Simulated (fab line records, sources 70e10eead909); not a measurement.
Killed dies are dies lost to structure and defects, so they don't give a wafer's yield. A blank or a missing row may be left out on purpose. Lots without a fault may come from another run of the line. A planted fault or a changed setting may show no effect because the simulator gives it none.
One fault seen from 2 desks | flow nand_harc | each desk has only its own numbers; what lay behind them comes last

THE TOOL OWNER'S DESK: litho_track-07
The tool's own readings at NHARC_A_ZERO_WELL_SOFTBAKE_05 (time 70 s): means of the sampled wafers that have a number, for each lot that ran on this tool. A lot is out of limits, marked OUT, if its mean lies more than 4 standard deviations from the usual mean; the brackets give that distance.
Columns: A = heater_power_total_W at NHARC_A_ZERO_WELL_SOFTBAKE_05, usual 200.9 W
lot  | first seen here | A
L976 | day 9 20:00     | 201.4
L979 | day 9 20:00     | 200.8
L981 | day 10 06:00    | 205.8
This desk's finding: nothing out of limits on any of the 3 lots.

THE DEFECT DESK
What the inspections along the route counted, lot by lot: means of the sampled wafers that have a number. A lot is out of limits, marked OUT, if its mean lies more than 4 standard deviations from the usual mean; the brackets give that distance.
Columns: A = raw_defect_count at NHARC_A_ZERO_WELL_INSPECT_17, usual 10
lot  | first seen here | A
L965 | day 6 20:44     | 7
L970 | day 7 14:13     | 7
L971 | day 8 11:00     | 9
L972 | day 8 11:17     | 14
L974 | day 8 23:13     | 12
L976 | day 9 22:11     | 6
L979 | day 9 22:51     | 7
L981 | day 10 07:58    | 5
L982 | day 11 05:23    | 11
L984 | day 11 06:17    | 6
L988 | day 12 01:08    | 3
L987 | day 12 02:11    | 6
This desk's finding: nothing out of limits on any of the 12 lots.

PUT TOGETHER
The tool owner's desk saw nothing out of limits.
The defect desk saw nothing out of limits.

WHAT THE SIMULATOR HAD PUT IN
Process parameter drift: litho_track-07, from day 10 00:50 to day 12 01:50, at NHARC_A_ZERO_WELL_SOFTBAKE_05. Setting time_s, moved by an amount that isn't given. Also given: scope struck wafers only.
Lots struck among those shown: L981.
